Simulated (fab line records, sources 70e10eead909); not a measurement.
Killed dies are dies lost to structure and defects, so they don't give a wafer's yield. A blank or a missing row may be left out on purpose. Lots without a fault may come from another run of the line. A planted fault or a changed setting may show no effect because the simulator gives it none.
One fault seen from 2 desks | flow nand_harc | each desk has only its own numbers; what lay behind them comes last

THE TOOL OWNER'S DESK: rie_metal-01
The tool's own readings at NHARC_THIN_TSV_ETCH_59 (etches the open film in Cl2/BCl3, target depth 880 nm, time 138.1 s): means of the sampled wafers that have a number, for each lot that ran on this tool. A lot is out of limits, marked OUT, if its mean lies more than 4 standard deviations from the usual mean; the brackets give that distance.
Columns: A = drypump_motor_current_A at NHARC_THIN_TSV_ETCH_59, usual 5.4 A; B = oes_product_au at NHARC_THIN_TSV_ETCH_59, usual 0.992 a.u.; C = throttle_valve_pct at NHARC_THIN_TSV_ETCH_59, usual 22.265 %
lot  | first seen here | A   | B     | C
L528 | day 21 07:10    | 5.7 | 0.982 | 22.263
L538 | day 23 18:01    | 5.7 | 0.993 | 22.263
L535 | day 23 20:36    | 5.8 | 0.991 | 22.266
L541 | day 23 22:23    | 5.6 | 0.989 | 22.264
L542 | day 24 05:10    | 5.7 | 0.994 | 22.269
L539 | day 24 15:11    | 5.8 | 0.986 | 22.255
This desk's finding: nothing out of limits on any of the 6 lots.

THE METROLOGY DESK
What the gauges read, lot by lot, whatever tool the lot ran on: means of the sampled wafers that have a number. A lot is out of limits, marked OUT, if its mean lies more than 4 standard deviations from the usual mean; the brackets give that distance.
Columns: A = overlay_x_nm at NHARC_A_BONDPAD_OVL_MEAS_35, usual -1 nm; B = overlay_y_nm at NHARC_A_BONDPAD_OVL_MEAS_35, usual -1 nm
lot  | first seen here | A   | B
L520 | day 18 07:02    | 5   | -0
L522 | day 19 03:32    | 4   | -6
L530 | day 19 17:41    | 0   | 13
L527 | day 19 19:38    | -3  | 0
L528 | day 20 06:53    | -7  | -1
L533 | day 21 00:01    | -1  | 2
L538 | day 22 16:10    | 0   | -14
L535 | day 22 16:35    | 0   | -17
L540 | day 22 21:52    | -12 | 9
L541 | day 23 00:49    | -13 | -2
L542 | day 23 07:40    | -1  | 0
L539 | day 23 16:53    | -0  | 3
L543 | day 23 21:17    | 13  | -1
This desk's finding: nothing out of limits on any of the 13 lots.

PUT TOGETHER
The tool owner's desk saw nothing out of limits.
The metrology desk saw nothing out of limits.

WHAT THE SIMULATOR HAD PUT IN
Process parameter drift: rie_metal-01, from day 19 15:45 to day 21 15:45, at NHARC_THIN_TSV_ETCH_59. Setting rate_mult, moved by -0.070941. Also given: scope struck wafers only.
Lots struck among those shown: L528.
